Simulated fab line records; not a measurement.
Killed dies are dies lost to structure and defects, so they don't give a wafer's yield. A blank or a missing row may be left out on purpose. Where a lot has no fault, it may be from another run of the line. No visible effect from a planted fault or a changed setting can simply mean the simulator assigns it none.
Chamber matching :: flow n5_finfet :: N5_BEOL_M7_CURE_74 on uv_cure-02: 3 sister chambers
The step cures SiCOH lowk, time 240 s. 3 wafers are shown with their chamber, then 8 later ones without.

WAFERS PAIRED WITH THEIR CHAMBERS
wafer: L080.6
chamber: 1
wafer_temp_C_max: 386.3

wafer: L084.6
chamber: 2
wafer_temp_C_max: 386.3

wafer: L085.2
chamber: 0
wafer_temp_C_max: 385.9

WAFERS MISSING THEIR CHAMBER
wafer: L085.5
wafer_temp_C_max: 386.1

wafer: L085.6
wafer_temp_C_max: 386.2

wafer: L091.1
wafer_temp_C_max: 386.0

wafer: L091.2
wafer_temp_C_max: 385.8

wafer: L091.6
wafer_temp_C_max: 386.0

wafer: L092.1
wafer_temp_C_max: 386.3

wafer: L092.4
wafer_temp_C_max: 386.2

wafer: L092.6
wafer_temp_C_max: 386.2

CHAMBER TAKEN BY EACH
wafer: L085.5
from the rows above: can't be placed: 1 or 2 or 0
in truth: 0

wafer: L085.6
from the rows above: can't be placed: 1 or 2 or 0
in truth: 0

wafer: L091.1
from the rows above: can't be placed: 0 or 1 or 2
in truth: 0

wafer: L091.2
from the rows above: 0
in truth: 0

wafer: L091.6
from the rows above: can't be placed: 0 or 1 or 2
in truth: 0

wafer: L092.1
from the rows above: can't be placed: 1 or 2
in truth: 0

wafer: L092.4
from the rows above: can't be placed: 1 or 2 or 0
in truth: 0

wafer: L092.6
from the rows above: can't be placed: 1 or 2 or 0
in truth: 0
Correctly placed: 1 of 8. Not placeable from these rows: 7 (in 6, the candidates include the true chamber). Placed wrongly: 0.
How it was worked out, from the rows above alone: a wafer's distance from a chamber is the root of the sum, over the readings, of the square of ((its reading less the chamber's mean) divided by the reading's scatter). The wafer belongs to the nearest chamber; if the next one is less than 2 further off, it can't be placed. Each chamber's mean is taken over the wafers shown for it. The scatter (one wafer shown for each chamber): square how far every hidden wafer sits from the nearest shown wafer, average those squares and take the square root.
